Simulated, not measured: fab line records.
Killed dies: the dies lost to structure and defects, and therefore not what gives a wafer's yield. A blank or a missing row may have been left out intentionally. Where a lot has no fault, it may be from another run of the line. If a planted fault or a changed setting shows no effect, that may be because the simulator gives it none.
Matching of chambers ; flow nandHarc ; NHARC_A_STAIRCASE_ALD_415 on aldHk-04 has 4 sister chambers
The step deposits SiO2, target thk 30 nm, pulse time 6 s, ald cycles 300. 18 wafers are shown with their chamber, then 9 later ones without.

WAFERS WITH THEIR CHAMBER
wafer;chamber;heaterPowerW (W);precursorPulseHeightRel
L687.1;1;433;1.004
L687.3;3;555;1.013
L687.4;0;383;0.995
L688.1;3;552;1.003
L688.2;1;428;1.026
L688.6;2;470;1.019
L689.2;0;372;1.061
L689.3;3;545;0.976
L689.4;2;472;1.027
L691.1;1;422;0.994
L691.3;0;376;1.033
L691.4;2;467;1.037
L693.1;3;552;1.010
L693.2;2;470;1.033
L693.6;0;382;0.991
L697.1;0;372;0.981
L697.2;3;552;0.988
L697.3;2;468;1.009

SIGNATURES (averages over the wafers above)
reading;chamber 0;chamber 1;chamber 2;chamber 3;scatter within a chamber
heaterPowerW;377.00;427.67;469.40;551.20;4.16
precursorPulseHeightRel;1.01220;1.00800;1.02500;0.99800;0.0216
Rule: a wafer's distance from a chamber is the root of the sum, over the readings, of the square of ((its reading less the chamber's mean) divided by the reading's scatter). The wafer belongs to the nearest chamber; if the next one is less than 2 further off, it can't be placed. The scatter: the root of (the sum of the squares of (reading less its chamber's mean) over the shown wafers, divided by (wafers less chambers)).

WAFERS WHOSE CHAMBER IS MISSING
wafer;heaterPowerW (W);precursorPulseHeightRel
L698.1;474;0.983
L698.3;548;0.982
L698.6;558;1.005
L706.1;405;0.997
L706.2;379;1.000
L706.6;545;0.972
L708.2;550;1.008
L708.3;377;0.989
L708.6;377;0.964

CHAMBER TAKEN BY EACH
wafer;from the rows above;in truth
L698.1;2;2
L698.3;3;3
L698.6;3;3
L706.1;can't be placed: 1 or 0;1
L706.2;0;0
L706.6;3;3
L708.2;3;3
L708.3;0;0
L708.6;0;0
Placed correctly: 8 of 9. Not placeable from these rows: 1 (in 1, the candidates include the true chamber). 0 placed wrongly.
